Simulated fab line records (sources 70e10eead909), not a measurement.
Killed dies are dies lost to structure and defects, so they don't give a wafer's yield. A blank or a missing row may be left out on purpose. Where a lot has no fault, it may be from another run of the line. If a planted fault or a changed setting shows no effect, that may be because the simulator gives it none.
Chamber matching || flow nand_harc || NHARC_P_GATE_STRIP_101 on rie_diel-03: 4 sister chambers
The step strips in O2, time 20 s. 8 wafers are shown with their chamber, then 7 later ones without.

## WAFERS PAIRED WITH THEIR CHAMBERS
{"wafer": "L083.5", "chamber": 3, "showerhead_plenum_p_Torr (Torr)": 3.73, "drypump_motor_current_A (A)": 6.4}
{"wafer": "L082.1", "chamber": 2, "showerhead_plenum_p_Torr (Torr)": 3.53, "drypump_motor_current_A (A)": 6.8}
{"wafer": "L085.3", "chamber": 0, "showerhead_plenum_p_Torr (Torr)": 3.31, "drypump_motor_current_A (A)": 5.3}
{"wafer": "L084.1", "chamber": 3, "showerhead_plenum_p_Torr (Torr)": 3.73, "drypump_motor_current_A (A)": 6.4}
{"wafer": "L084.2", "chamber": 1, "showerhead_plenum_p_Torr (Torr)": 3.35, "drypump_motor_current_A (A)": 6.4}
{"wafer": "L084.3", "chamber": 0, "showerhead_plenum_p_Torr (Torr)": 3.31, "drypump_motor_current_A (A)": 5.3}
{"wafer": "L087.1", "chamber": 2, "showerhead_plenum_p_Torr (Torr)": 3.52, "drypump_motor_current_A (A)": 6.7}
{"wafer": "L087.5", "chamber": 1, "showerhead_plenum_p_Torr (Torr)": 3.35, "drypump_motor_current_A (A)": 6.4}

## WAFERS WITHOUT THEIR CHAMBER
{"wafer": "L087.6", "showerhead_plenum_p_Torr (Torr)": 3.30, "drypump_motor_current_A (A)": 5.3}
{"wafer": "L092.2", "showerhead_plenum_p_Torr (Torr)": 3.72, "drypump_motor_current_A (A)": 6.4}
{"wafer": "L092.3", "showerhead_plenum_p_Torr (Torr)": 3.34, "drypump_motor_current_A (A)": 6.4}
{"wafer": "L092.4", "showerhead_plenum_p_Torr (Torr)": 3.52, "drypump_motor_current_A (A)": 6.8}
{"wafer": "L097.2", "showerhead_plenum_p_Torr (Torr)": 3.52, "drypump_motor_current_A (A)": 6.8}
{"wafer": "L097.4", "showerhead_plenum_p_Torr (Torr)": 3.34, "drypump_motor_current_A (A)": 6.4}
{"wafer": "L097.5", "showerhead_plenum_p_Torr (Torr)": 3.30, "drypump_motor_current_A (A)": 5.3}

## WHICH CHAMBER EACH WENT THROUGH
{"wafer": "L087.6", "from the rows above": 0, "in truth": 0}
{"wafer": "L092.2", "from the rows above": 3, "in truth": 3}
{"wafer": "L092.3", "from the rows above": 1, "in truth": 1}
{"wafer": "L092.4", "from the rows above": 2, "in truth": 2}
{"wafer": "L097.2", "from the rows above": 2, "in truth": 2}
{"wafer": "L097.4", "from the rows above": 1, "in truth": 1}
{"wafer": "L097.5", "from the rows above": 0, "in truth": 0}
Placed correctly: 7 of 7. Left unplaced by these rows: 0. Wrongly placed: 0.
How it was worked out, from the rows above alone: a wafer's distance from a chamber is the root of the sum, over the readings, of the square of ((its reading less the chamber's mean) divided by the reading's scatter). If the next closest chamber is less than 2 further off than the closest, the wafer can't be placed; otherwise it belongs to the closest. A chamber's mean is the mean of its shown wafers. How the scatter is found: for the shown wafers, subtract from each reading the mean of its chamber, square and add these, divide the total by (wafers less chambers), then take the root.
